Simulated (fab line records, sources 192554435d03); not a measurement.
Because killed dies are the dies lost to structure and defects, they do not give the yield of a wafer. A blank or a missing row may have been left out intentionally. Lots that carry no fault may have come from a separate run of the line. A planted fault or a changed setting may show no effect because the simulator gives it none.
Matching of chambers || flow n5Finfet || 3 sister chambers for N5_BEOL_M8_CURE_74 on uvCure-03
The step cures SiCOH lowk, time 240 s. 18 wafers are shown with their chamber, then 9 later ones without.

## WAFERS, EACH WITH ITS CHAMBER
{"wafer": "L077.3", "chamber": 0, "wafer_temp_C_max": 387.2, "lampPowerPct (%)": 52.26}
{"wafer": "L077.5", "chamber": 0, "wafer_temp_C_max": 387.4, "lampPowerPct (%)": 52.25}
{"wafer": "L077.6", "chamber": 0, "wafer_temp_C_max": 388.6, "lampPowerPct (%)": 52.36}
{"wafer": "L079.4", "chamber": 2, "wafer_temp_C_max": 387.2, "lampPowerPct (%)": 52.36}
{"wafer": "L079.5", "chamber": 2, "wafer_temp_C_max": 387.6, "lampPowerPct (%)": 52.29}
{"wafer": "L079.6", "chamber": 2, "wafer_temp_C_max": 387.1, "lampPowerPct (%)": 52.36}
{"wafer": "L080.1", "chamber": 0, "wafer_temp_C_max": 387.8, "lampPowerPct (%)": 52.32}
{"wafer": "L080.3", "chamber": 0, "wafer_temp_C_max": 387.2, "lampPowerPct (%)": 52.44}
{"wafer": "L080.6", "chamber": 0, "wafer_temp_C_max": 387.0, "lampPowerPct (%)": 52.22}
{"wafer": "L084.4", "chamber": 1, "wafer_temp_C_max": 386.9, "lampPowerPct (%)": 52.30}
{"wafer": "L084.5", "chamber": 1, "wafer_temp_C_max": 386.5, "lampPowerPct (%)": 52.33}
{"wafer": "L084.6", "chamber": 1, "wafer_temp_C_max": 386.2, "lampPowerPct (%)": 52.25}
{"wafer": "L087.4", "chamber": 2, "wafer_temp_C_max": 386.9, "lampPowerPct (%)": 52.22}
{"wafer": "L087.5", "chamber": 2, "wafer_temp_C_max": 387.4, "lampPowerPct (%)": 52.29}
{"wafer": "L087.6", "chamber": 2, "wafer_temp_C_max": 387.3, "lampPowerPct (%)": 52.26}
{"wafer": "L086.2", "chamber": 2, "wafer_temp_C_max": 387.5, "lampPowerPct (%)": 52.31}
{"wafer": "L086.5", "chamber": 2, "wafer_temp_C_max": 387.8, "lampPowerPct (%)": 52.33}
{"wafer": "L086.6", "chamber": 2, "wafer_temp_C_max": 387.3, "lampPowerPct (%)": 52.37}

SIGNATURES (means of the wafers above)
{"reading": "wafer_temp_C_max", "chamber 0": 387.533, "chamber 1": 386.533, "chamber 2": 387.344, "scatter within a chamber": 0.413}
{"reading": "lampPowerPct", "chamber 0": 52.3083, "chamber 1": 52.2933, "chamber 2": 52.3100, "scatter within a chamber": 0.0618}
Rule: for each reading, subtract the chamber's mean from the wafer's reading, divide by that reading's scatter and square the result; add these up over the readings and take the root, which gives the wafer's distance from the chamber. The wafer belongs to the nearest chamber; if the next one is less than 2 further off, it can't be placed. The scatter: take each reading less its chamber's mean, square it, sum over the shown wafers, divide by the number of wafers less the number of chambers, and take the root.

## WAFERS WITH NO CHAMBER GIVEN
{"wafer": "L093.2", "wafer_temp_C_max": 387.6, "lampPowerPct (%)": 52.31}
{"wafer": "L093.3", "wafer_temp_C_max": 387.2, "lampPowerPct (%)": 52.32}
{"wafer": "L093.4", "wafer_temp_C_max": 388.1, "lampPowerPct (%)": 52.33}
{"wafer": "L095.1", "wafer_temp_C_max": 388.3, "lampPowerPct (%)": 52.28}
{"wafer": "L095.4", "wafer_temp_C_max": 388.3, "lampPowerPct (%)": 52.24}
{"wafer": "L095.5", "wafer_temp_C_max": 387.8, "lampPowerPct (%)": 52.25}
{"wafer": "L096.1", "wafer_temp_C_max": 386.2, "lampPowerPct (%)": 52.28}
{"wafer": "L096.2", "wafer_temp_C_max": 386.2, "lampPowerPct (%)": 52.31}
{"wafer": "L096.4", "wafer_temp_C_max": 385.8, "lampPowerPct (%)": 52.35}

## THE CHAMBER EACH PASSED THROUGH
{"wafer": "L093.2", "from the rows above": "can't be placed: 0 or 2", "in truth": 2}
{"wafer": "L093.3", "from the rows above": "can't be placed: 2 or 0 or 1", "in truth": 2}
{"wafer": "L093.4", "from the rows above": "can't be placed: 0 or 2", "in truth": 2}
{"wafer": "L095.1", "from the rows above": "can't be placed: 0 or 2", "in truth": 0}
{"wafer": "L095.4", "from the rows above": "can't be placed: 0 or 2", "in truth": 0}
{"wafer": "L095.5", "from the rows above": "can't be placed: 0 or 2", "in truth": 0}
{"wafer": "L096.1", "from the rows above": "can't be placed: 1 or 2", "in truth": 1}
{"wafer": "L096.2", "from the rows above": "can't be placed: 1 or 2", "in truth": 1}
{"wafer": "L096.4", "from the rows above": "can't be placed: 1 or 2", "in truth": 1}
Placed correctly: 0 of 9. From these rows, 9 cannot be placed; in 9 the true chamber is one of the candidates. Wrongly placed: 0.
